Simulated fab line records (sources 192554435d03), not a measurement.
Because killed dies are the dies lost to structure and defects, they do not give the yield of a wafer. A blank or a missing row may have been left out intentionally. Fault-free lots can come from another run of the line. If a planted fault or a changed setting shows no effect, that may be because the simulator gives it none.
The tool behind it: which one? -- flow n5-finfet -- 32 wafers from 11 lots sampled at 4 of the route's 1938 steps

WHAT THE GAUGES READ, wafer by wafer
N5_BEOL_M7_INSPECT_58: inspects for defects (darkfield).
lot,measured,on,raw-defect-count
L353,day 10 00:35,defect-inspect-02,59 38 39
L355,day 10 08:17,defect-inspect-02,123 48 148
L357,day 10 08:53,defect-inspect-01,52 26 57
L356,day 10 16:17,defect-inspect-02,65 59 72
L360,day 10 20:52,defect-inspect-02,74 76 66
L363,day 12 01:27,defect-inspect-02,118 80 104
L364,day 12 05:55,defect-inspect-01,72 65 102
L366,day 13 10:49,defect-inspect-01,76 41 61
L373,day 14 00:19,defect-inspect-02,129 100 69
L372,day 14 00:50,defect-inspect-02,91 98 66
L375,day 16 08:53,defect-inspect-01,71 64

WHAT TOOL EACH LOT RAN ON (gives the tool, then ch and the chambers of the sampled wafers, and finally the start)
lot,N5_BEOL_M7_SURFACE_TREAT_79,N5_BEOL_M7_CVD_78,N5_BEOL_M7_CMP_52
L353,"pvd-sputter-03, day 9 23:11","cvd-co-02 ch 0,2, day 9 23:24","cmp-03 ch 1,2,3, day 10 00:08"
L355,"pvd-sputter-01, day 10 06:40","cvd-co-01 ch 0,1,2, day 10 06:44","cmp-03 ch 2,3, day 10 07:48"
L357,"pvd-sputter-03, day 10 07:01","cvd-co-02 ch 0,1, day 10 07:05","cmp-04 ch 1,2, day 10 08:28"
L356,"pvd-sputter-03, day 10 15:06","cvd-co-02 ch 0,2, day 10 15:11","cmp-04 ch 0,1,2, day 10 15:50"
L360,"pvd-sputter-03, day 10 19:34","cvd-co-01 ch 0,1, day 10 19:38","cmp-03 ch 0,1,3, day 10 20:29"
L363,"pvd-sputter-02, day 12 00:14","cvd-co-01 ch 0,2, day 12 00:20","cmp-04 ch 0,2,3, day 12 01:02"
L364,"pvd-sputter-02, day 12 04:31","cvd-co-02 ch 0,2, day 12 04:34","cmp-03 ch 0,1, day 12 05:28"
L366,"pvd-sputter-02, day 13 08:14","cvd-co-01 ch 0,1,2, day 13 08:22","cmp-01 ch 0,1,2, day 13 10:23"
L373,"pvd-sputter-01, day 13 22:14","cvd-co-01 ch 0,1, day 13 22:18","cmp-03 ch 0,1,2, day 13 23:57"
L372,"pvd-sputter-01, day 13 22:23","cvd-co-01 ch 0,1,2, day 13 22:26","cmp-01 ch 0,2,3, day 14 00:27"
L375,"pvd-sputter-02, day 16 07:26","cvd-co-02 ch 0,1, day 16 07:32","cmp-04 ch 1,2, day 16 08:29"
- N5_BEOL_M7_SURFACE_TREAT_79
- N5_BEOL_M7_CVD_78: deposits Co from CCTBA/H2, target thk 2 nm, time 142.3 s.
- N5_BEOL_M7_CMP_52: polishes, stops on SiCOH lowk, t overpolish 6.9 s, target thk 80 nm.

THE ANSWER, worked out from the rows above alone
Rule: what is usual is taken from the lots themselves. Put in order of their means at a reading, lots are off if they are a third of the lots or fewer, leave a main group of 4 or more, and stand apart from it by a gap of 3 or more times the standard deviation of the main group's means; of several such gaps the widest counts. Not used: any main group whose means are identical at the precision the tables above print for the reading. A lot without any number at a reading at which 4 lots or more have one is off too. All remaining lots with rows at the step are treated as sound.
Nothing can be told from this: no lot is off at any reading shown.

WHAT THE SIMULATOR HAD INSERTED
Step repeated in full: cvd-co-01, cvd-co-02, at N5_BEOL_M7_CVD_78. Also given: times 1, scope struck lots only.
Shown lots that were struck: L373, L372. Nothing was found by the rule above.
